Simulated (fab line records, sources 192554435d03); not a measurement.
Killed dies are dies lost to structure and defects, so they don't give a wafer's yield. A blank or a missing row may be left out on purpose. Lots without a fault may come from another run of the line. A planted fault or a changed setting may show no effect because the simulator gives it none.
Which tool did it? | flow n5_finfet | 24 lots, 72 wafers sampled, at 3 steps of a route of 1938

WHAT THE GAUGES READ, wafer by wafer
N5_HKMG_FIN_INSPECT_14: inspects for defects (macro). Usual: raw_defect_count 1.9, standard deviation 1.4.
lot  | measured     | on                | raw_defect_count | flag
L074 | day 4 03:06  | defect_inspect-01 | 5 1 1            |
L075 | day 4 12:46  | defect_inspect-02 | 3 1 1            |
L076 | day 4 17:50  | defect_inspect-01 | 2 3 4            |
L077 | day 4 21:44  | defect_inspect-01 | 3 2 4            |
L078 | day 5 00:31  | defect_inspect-02 | 3 0 0            |
L079 | day 5 11:23  | defect_inspect-02 | 1 3 2            |
L080 | day 5 14:37  | defect_inspect-02 | 2 2 1            |
L081 | day 5 22:44  | defect_inspect-02 | 3 4 4            |
L082 | day 6 04:54  | defect_inspect-02 | 2 2 2            |
L083 | day 6 10:14  | defect_inspect-02 | 1 0 2            |
L084 | day 6 14:03  | defect_inspect-02 | 2 1 2            |
L085 | day 6 21:20  | defect_inspect-02 | 0 3 4            |
L086 | day 7 07:10  | defect_inspect-01 | 3 2 4            |
L087 | day 7 10:07  | defect_inspect-01 | 2 2 1            |
L088 | day 7 16:19  | defect_inspect-01 | 2 1 5            |
L089 | day 8 00:02  | defect_inspect-02 | 1 2 4            |
L090 | day 8 01:26  | defect_inspect-02 | 1 3 3            |
L091 | day 9 06:11  | defect_inspect-02 | 3 3 1            |
L092 | day 9 06:53  | defect_inspect-02 | 1 3 3            |
L093 | day 9 07:50  | defect_inspect-02 | 1 2 1            |
L096 | day 11 01:30 | defect_inspect-01 | 1 4 2            |
L095 | day 11 02:18 | defect_inspect-01 | 0 3 3            |
L094 | day 11 03:55 | defect_inspect-01 | 5 4 3            |
L097 | day 11 05:06 | defect_inspect-01 | 1 0 1            |

WHICH TOOL RAN EACH LOT (tool, then ch and the chambers of the sampled wafers, then the start)
lot  | N5_HKMG_FIN_ETCH_58                | N5_HKMG_FIN_CVD_62
L074 | rie_diel-06 ch 2,3, day 4 00:03    | thermal_cvd_si-02 ch 1,2, day 4 01:29
L075 | rie_diel-04 ch 0,1,2, day 4 09:41  | thermal_cvd_si-01 ch 0,1, day 4 11:07
L076 | rie_diel-04 ch 1,2,3, day 4 14:55  | thermal_cvd_si-02 ch 0,2, day 4 16:20
L077 | rie_diel-06 ch 0,2,3, day 4 18:43  | thermal_cvd_si-01 ch 0,1, day 4 20:09
L078 | rie_diel-04 ch 0,2, day 4 21:24    | thermal_cvd_si-02 ch 1,2, day 4 22:50
L079 | rie_diel-01 ch 1,2,3, day 5 08:22  | thermal_cvd_si-01 ch 0,1, day 5 09:52
L080 | rie_diel-04 ch 0,2,3, day 5 11:34  | thermal_cvd_si-02 ch 1,2, day 5 13:00
L081 | rie_diel-04 ch 0,3, day 5 19:41    | thermal_cvd_si-01 ch 0,1,2, day 5 21:07
L082 | rie_diel-06 ch 0,2,3, day 6 01:37  | thermal_cvd_si-02 ch 0,1,2, day 6 03:04
L083 | rie_diel-04 ch 1,2,3, day 6 07:13  | thermal_cvd_si-01 ch 0,1, day 6 08:38
L084 | rie_diel-06 ch 0,2,3, day 6 10:56  | thermal_cvd_si-02 ch 0,2, day 6 12:22
L085 | rie_diel-01 ch 2,3, day 6 18:14    | thermal_cvd_si-01 ch 0,2, day 6 19:40
L086 | rie_diel-04 ch 0,2,3, day 7 04:08  | thermal_cvd_si-02 ch 1,2, day 7 05:34
L087 | rie_diel-06 ch 0,3, day 7 07:01    | thermal_cvd_si-01 ch 2, day 7 08:26
L088 | rie_diel-01 ch 0,1,3, day 7 13:17  | thermal_cvd_si-02 ch 0,1, day 7 14:43
L089 | rie_diel-06 ch 1,2,3, day 7 21:04  | thermal_cvd_si-01 ch 2, day 7 22:31
L090 | rie_diel-06 ch 0,1, day 7 22:31    | thermal_cvd_si-02 ch 0,2, day 7 23:57
L091 | rie_diel-04 ch 2,3, day 9 03:17    | thermal_cvd_si-01 ch 1,2, day 9 04:43
L092 | rie_diel-01 ch 1,2,3, day 9 03:51  | thermal_cvd_si-02 ch 0,1, day 9 05:16
L093 | rie_diel-06 ch 1,3, day 9 04:41    | thermal_cvd_si-01 ch 0,1,2, day 9 06:07
L096 | rie_diel-04 ch 1,2,3, day 10 22:28 | thermal_cvd_si-02 ch 0,1,2, day 10 23:53
L095 | rie_diel-01 ch 0,1,2, day 10 23:14 | thermal_cvd_si-01 ch 0,1, day 11 00:40
L094 | rie_diel-04 ch 0,1,2, day 11 00:52 | thermal_cvd_si-02 ch 0,2, day 11 02:18
L097 | rie_diel-01 ch 0,1, day 11 02:11   | thermal_cvd_si-01 ch 0,1,2, day 11 03:40
- N5_HKMG_FIN_ETCH_58: etches SOC in N2/H2, target depth 215.8 nm, time 741 s.
- N5_HKMG_FIN_CVD_62: deposits a-Si from Si2H6, target thk 3 nm, time 20.8 s.

WHAT THE TOOLS THEMSELVES READ (means of the sampled wafers that have a number; where no wafer has one, the mark that the record gives instead)
N5_HKMG_FIN_ETCH_58. Usual: drypump_motor_current_A 5.8 A, standard deviation 0.43; h2_flow_sccm 199.9 sccm, standard deviation 0.64; oes_product_au 0.79 a.u., standard deviation 0.061; rf_vpp_V 99.4 V, standard deviation 0.95; showerhead_plenum_p_Torr 2.58 Torr, standard deviation 0.073; throttle_valve_pct 17.81 %, standard deviation 0.26.
lot  | tool        | drypump_motor_current_A (A) | h2_flow_sccm (sccm) | oes_product_au (a.u.) | rf_vpp_V (V) | showerhead_plenum_p_Torr (Torr) | throttle_valve_pct (%) | flag
L074 | rie_diel-06 | 5.6                         | 199.8               | 0.78                  | 100.1        | 2.59                            | 17.69                  |
L075 | rie_diel-04 | 5.7                         | 200.1               | 0.77                  | 99.0         | 2.54                            | 17.89                  |
L076 | rie_diel-04 | 5.8                         | 199.6               | 0.78                  | 99.3         | 2.62                            | 17.72                  |
L077 | rie_diel-06 | 5.6                         | 200.1               | 0.76                  | 99.2         | 2.58                            | 17.81                  |
L078 | rie_diel-04 | 5.8                         | 200.4               | 0.72                  | 99.3         | 2.56                            | 18.21                  |
L079 | rie_diel-01 | 5.9                         | 199.7               | 0.85                  | 99.0         | 2.54                            | 17.80                  |
L080 | rie_diel-04 | 6.1                         | 199.8               | 0.73                  | 99.9         | 2.56                            | 17.95                  |
L081 | rie_diel-04 | 6.4                         | 199.9               | 0.72                  | 99.1         | 2.48                            | 17.86                  |
L082 | rie_diel-06 | 5.6                         | 199.7               | 0.76                  | 99.9         | 2.57                            | 17.82                  |
L083 | rie_diel-04 | 5.7                         | 199.6               | 0.76                  | 99.6         | 2.61                            | 17.76                  |
L084 | rie_diel-06 | 5.7                         | 200.1               | 0.76                  | 99.5         | 2.57                            | 17.83                  |
L085 | rie_diel-01 | 6.0                         | 199.7               | 0.84                  | 99.4         | 2.50                            | 17.85                  |
L086 | rie_diel-04 | 6.1                         | 200.8               | 0.81                  | 99.7         | 2.66                            | 17.84                  |
L087 | rie_diel-06 | 6.0                         | 200.1               | 0.75                  | 98.7         | 2.53                            | 17.93                  |
L088 | rie_diel-01 | 5.7                         | 200.6               | 0.82                  | 99.1         | 2.61                            | 17.83                  |
L089 | rie_diel-06 | 5.6                         | 200.2               | 0.79                  | 99.1         | 2.59                            | 17.76                  |
L090 | rie_diel-06 | 5.8                         | 199.7               | 0.82                  | 99.7         | 2.55                            | 17.89                  |
L091 | rie_diel-04 | 5.8                         | 199.1               | 0.72                  | 99.8         | 2.63                            | 18.09                  |
L092 | rie_diel-01 | 5.9                         | 200.2               | 0.82                  | 98.8         | 2.53                            | 17.84                  |
L093 | rie_diel-06 | 5.8                         | 199.4               | 0.81                  | 99.9         | 2.56                            | 17.79                  |
L096 | rie_diel-04 | 5.7                         | 200.1               | 0.75                  | 99.7         | 2.60                            | 17.78                  |
L095 | rie_diel-01 | 5.9                         | 199.8               | 0.82                  | 99.2         | 2.57                            | 17.84                  |
L094 | rie_diel-04 | 5.7                         | 200.0               | 0.80                  | 99.0         | 2.63                            | 17.82                  |
L097 | rie_diel-01 | 5.7                         | 199.8               | 0.81                  | 99.9         | 2.64                            | 17.85                  |

N5_HKMG_FIN_CVD_62. Usual: heater_power_w 1453 W, standard deviation 120.
lot  | tool              | heater_power_w (W) | flag
L074 | thermal_cvd_si-02 | 1294               |
L075 | thermal_cvd_si-01 | 1559               |
L076 | thermal_cvd_si-02 | 1404               |
L077 | thermal_cvd_si-01 | 1565               |
L078 | thermal_cvd_si-02 | 1296               |
L079 | thermal_cvd_si-01 | 1561               |
L080 | thermal_cvd_si-02 | 1359               |
L081 | thermal_cvd_si-01 | 1503               |
L082 | thermal_cvd_si-02 | 1385               |
L083 | thermal_cvd_si-01 | 1595               |
L084 | thermal_cvd_si-02 | 1410               |
L085 | thermal_cvd_si-01 | 1412               |
L086 | thermal_cvd_si-02 | 1330               |
L087 | thermal_cvd_si-01 | 1336               |
L088 | thermal_cvd_si-02 | 1452               |
L089 | thermal_cvd_si-01 | 1342               |
L090 | thermal_cvd_si-02 | 1353               |
L091 | thermal_cvd_si-01 | 1414               |
L092 | thermal_cvd_si-02 | 1435               |
L093 | thermal_cvd_si-01 | 1514               |
L096 | thermal_cvd_si-02 | 1392               |
L095 | thermal_cvd_si-01 | 1600               |
L094 | thermal_cvd_si-02 | 1349               |
L097 | thermal_cvd_si-01 | 1517               |

THE ANSWER, worked out from the rows above alone
Rule: a lot is off if the mean of its wafers that have a number lies more than 3 standard deviations from the usual mean. A lot without any number at a reading at which 4 lots or more have one is off too. The other lots that the step has rows for count as sound. The gauges are gone through in route order, then the tools' own readings, and for those a lot's mean is taken as printed above. The first step at which some lot is off is used, and at that step the reading that is off furthest; a lot without a number counts as furthest.
No lot is off at any reading shown: from this, nothing can be told.

WHAT THE SIMULATOR HAD PUT IN
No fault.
